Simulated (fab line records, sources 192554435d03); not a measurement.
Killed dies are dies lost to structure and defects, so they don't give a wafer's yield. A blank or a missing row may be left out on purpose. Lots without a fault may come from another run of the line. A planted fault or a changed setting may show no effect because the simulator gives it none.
A struck lot beside a sound one | flow n5_finfet | 15 steps out of a route of 1938
Sound: wafers L224.1, L224.2, L224.6. Struck: wafer L236.6. (L236.2, L236.3 of the same lot were not struck and are left out.) The cause comes at the end.
At each step with rows: each side's tool, then ch and its chambers, then its first start. Under that, the readings that differ: sound wafers | struck wafers | difference of the means | sigmas: that difference in standard deviations of wafers without a fault.
alike: readings whose means differ by less than 2 such deviations, and words and numbers that are the same on both sides. not compared: withheld readings, readings that some wafer has no value for, bounds like >300 that may hide the same value, and numbers for which the record gives no deviation and whose values overlap.
The two part at a step that has a row with sigmas, a row that says differs or no value, or rows on one side only. Numbers that don't overlap but have no deviation are shown without sigmas and don't part them. A reading that every wafer of one side lacks parts them only if that side has two wafers or more.

first, 2 steps without rows for these wafers: N5_BEOL_M0_SAQP_SRD_93 (time 30 s); N5_BEOL_M0_SAQP_RECESS_114 (chemistry HF/NH3, target SiO2, target depth 14.4 nm, afs cycles 3, sublimation time 60 s).
N5_BEOL_M0_SAQP_SPACER1_ALD_98: deposits SiO2, target thk 12.8 nm, pulse time 1 s, purge time 2 s.
  sound on ald_sin-04 ch 0,2, day 7 10:53; struck on ald_sin-02 ch 2, day 10 14:35
  alike: heater_power_w, precursor_pulse_height_rel
N5_BEOL_M0_SAQP_SPACER1_ETCHBACK_99: etches SiO2 in CHF3/O2, target depth 15.4 nm, time 7.7 s.
  sound on rie_diel-06 ch 0,1, day 7 11:28; struck on rie_diel-04 ch 2, day 10 15:04
  reading                     | sound             | struck | difference | sigmas
  O2_flow_sccm (sccm)         | 4.985 4.988 4.994 | 5.028  | +0.039     | +3
  drypump_motor_current_A (A) | 5.7 5.8 5.7       | 6.5    | +0.8       | +2
  oes_product_au (a.u.)       | 0.73 0.71 0.70    | 0.93   | +0.22      | +3
  alike: bias_w, rf_vpp_V, showerhead_plenum_p_Torr, throttle_valve_pct
  not compared: rf_hours_counter_h
then, 1 step without rows for these wafers: N5_BEOL_M0_SAQP_MANDREL1_REMOVE_100 (chemistry HBr/Cl2/O2, target a-Si, stops on SiNx, bt time 10 s).
N5_BEOL_M0_SAQP_CD_MEAS_25: target cd 13.1 nm.
  sound on cd_sem-02 ch 0, day 7 11:40; struck on cd_sem-02 ch 0, day 10 15:16
  alike: cd_nm
then, 1 step without rows for these wafers: N5_BEOL_M0_SAQP_ETCH_101 (etches SiNx in CH3F/O2, target depth 29.9 nm, time 42.7 s).
N5_BEOL_M0_SAQP_ETCH_102: etches SiO2 in CF4, target depth 4 nm, time 4.4 s.
  sound on rie_si-02 ch 1,2, day 7 11:49; struck on rie_si-02 ch 0, day 10 15:34
  alike: bias_w, drypump_motor_current_A, oes_product_au, throttle_valve_pct
  not compared: rf_hours_counter_h
N5_BEOL_M0_SAQP_MANDREL_ETCH_103: etches a-Si in HBr/Cl2, stops on SiCN, target depth 45 nm, bt time 10 s, time 27 s.
  sound on rie_si-02 ch 1,2, day 7 11:51; struck on rie_si-02 ch 0, day 10 15:36
  alike: bias_w, drypump_motor_current_A, oes_product_au, throttle_valve_pct
  not compared: rf_hours_counter_h
then, 2 steps without rows for these wafers: N5_BEOL_M0_SAQP_RECESS_104 (chemistry HF/NH3, target SiO2, target depth 18 nm, afs cycles 3, sublimation time 60 s); N5_BEOL_M0_SAQP_COAT_105 (time 60 s, resist thk 100 nm).
N5_BEOL_M0_SAQP_ETCH_106: etches SOC in N2/H2, stops on SiNx, target depth 150 nm.
  sound on rie_diel-04 ch 0,1,3, day 7 12:23; struck on rie_diel-04 ch 0, day 10 16:16
  alike: bias_w, drypump_motor_current_A, oes_product_au, rf_vpp_V, showerhead_plenum_p_Torr, throttle_valve_pct
  not compared: rf_hours_counter_h
N5_BEOL_M0_SAQP_ETCH_107: etches SiNx in CH3F/O2, target depth 30 nm.
  sound on rie_diel-04 ch 0,1,3, day 7 12:26; struck on rie_diel-04 ch 0, day 10 16:19
  reading                                  | sound             | struck | difference | sigmas
  bias_w (W)                               | 72.87 72.66 73.70 | 88.08  | +15.00     | +65
  rf_vpp_V (V)                             | 304 293 299       | 346    | +47        | +13
  model.BEOL_M0_SAQP.feature_depth_nm (nm) | 29.8 29.8 30.4    | 32.8   | +2.8       |
  alike: O2_flow_sccm, drypump_motor_current_A, oes_product_au, showerhead_plenum_p_Torr, throttle_valve_pct
  not compared: rf_hours_counter_h
then, 1 step without rows for these wafers: N5_BEOL_M0_SAQP_STRIP_108 (strips in N2/H2).
-- the record jumps here: 2 days lie between the struck wafers' starts before and after (it left off in module BEOL_M0_SAQP and takes up again in module BEOL_M4, whose first step shown is number 1111 of the route) --
N5_BEOL_M4_RC_MEAS_101:
  sound on prober-02 ch 0, day 9 10:55; struck on prober-02 ch 0, day 12 20:27
  alike: DIBL_N, DIBL_P, IOFF_N, IOFF_P, ION_N, ION_P, SS_N, SS_P, VT_N, VT_P

WHERE THEY PART
First at N5_BEOL_M0_SAQP_SPACER1_ETCHBACK_99; last, within this record, at N5_BEOL_M0_SAQP_ETCH_107. Later steps at which nothing parts them and some readings are alike: N5_BEOL_M4_RC_MEAS_101.

WHY: what the simulator had put in
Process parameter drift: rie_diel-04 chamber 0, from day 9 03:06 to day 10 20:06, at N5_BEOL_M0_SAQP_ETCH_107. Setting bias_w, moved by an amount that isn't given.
